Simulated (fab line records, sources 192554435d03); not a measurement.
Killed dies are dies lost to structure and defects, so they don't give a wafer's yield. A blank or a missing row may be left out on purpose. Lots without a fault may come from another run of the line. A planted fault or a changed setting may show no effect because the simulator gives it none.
Chamber matching | flow n5_finfet | N5_BEOL_M13_DESCUM_33 on rie_diel-02: 4 sister chambers
The step chemistry O2, time 7.9 s. 20 wafers are shown with their chamber, then 10 later ones without.

WAFERS WITH THEIR CHAMBER
wafer  | chamber | drypump_motor_current_A (A) | throttle_valve_pct (%) | rf_vpp_V (V)
L076.2 | 3       | 6.4                         | 20.20                  | 244.0
L076.3 | 1       | 5.1                         | 20.20                  | 243.3
L076.4 | 0       | 6.4                         | 20.11                  | 243.1
L075.3 | 3       | 6.4                         | 20.18                  | 244.3
L075.4 | 1       | 5.1                         | 20.21                  | 243.9
L075.5 | 2       | 6.3                         | 20.67                  | 241.4
L074.4 | 1       | 5.1                         | 20.21                  | 244.5
L074.5 | 0       | 6.4                         | 20.11                  | 243.7
L074.6 | 3       | 6.4                         | 20.18                  | 242.7
L078.1 | 3       | 6.4                         | 20.19                  | 244.9
L078.2 | 0       | 6.4                         | 20.12                  | 243.7
L078.4 | 2       | 6.4                         | 20.66                  | 240.6
L079.1 | 0       | 6.4                         | 20.12                  | 243.9
L079.3 | 3       | 6.4                         | 20.20                  | 241.2
L079.4 | 2       | 6.3                         | 20.68                  | 240.9
L083.3 | 1       | 5.1                         | 19.68                  | 245.0
L083.5 | 1       | 5.1                         | 19.70                  | 245.1
L083.6 | 2       | 6.3                         | 20.69                  | 240.7
L082.1 | 3       | 6.4                         | 20.22                  | 242.7
L082.4 | 0       | 6.4                         | 20.14                  | 243.6

SIGNATURES (means of the wafers above)
reading                 | chamber 0 | chamber 1 | chamber 2 | chamber 3 | scatter within a chamber
drypump_motor_current_A | 6.400     | 5.100     | 6.325     | 6.400     | 0.0217
throttle_valve_pct      | 20.1200   | 20.0000   | 20.6750   | 20.1950   | 0.142
rf_vpp_V                | 243.600   | 244.360   | 240.900   | 243.300   | 0.874
Rule: a wafer's distance from a chamber is the root of the sum, over the readings, of the square of ((its reading less the chamber's mean) divided by the reading's scatter). The wafer belongs to the nearest chamber; if the next one is less than 2 further off, it can't be placed. The scatter: the root of (the sum of the squares of (reading less its chamber's mean) over the shown wafers, divided by (wafers less chambers)).

WAFERS WITHOUT THEIR CHAMBER
wafer  | drypump_motor_current_A (A) | throttle_valve_pct (%) | rf_vpp_V (V)
L082.5 | 6.3                         | 20.70                  | 242.9
L087.1 | 6.4                         | 20.24                  | 240.8
L087.5 | 6.3                         | 20.71                  | 241.1
L087.6 | 5.1                         | 19.71                  | 242.8
L093.1 | 6.3                         | 20.73                  | 241.7
L093.2 | 6.4                         | 20.24                  | 243.4
L093.6 | 5.1                         | 19.73                  | 243.4
L090.1 | 5.1                         | 19.71                  | 243.3
L090.4 | 6.5                         | 20.23                  | 241.3
L090.5 | 6.4                         | 20.17                  | 243.6

WHICH CHAMBER EACH WENT THROUGH
wafer  | from the rows above          | in truth
L082.5 | 2                            | 2
L087.1 | can't be placed: 3 or 0 or 2 | 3
L087.5 | 2                            | 2
L087.6 | 1                            | 1
L093.1 | 2                            | 2
L093.2 | can't be placed: 3 or 0      | 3
L093.6 | 1                            | 1
L090.1 | 1                            | 1
L090.4 | can't be placed: 3 or 0      | 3
L090.5 | can't be placed: 0 or 3      | 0
Placed correctly: 6 of 10. Can't be placed from these rows: 4 (the true chamber is among the candidates in 4). Placed wrongly: 0.
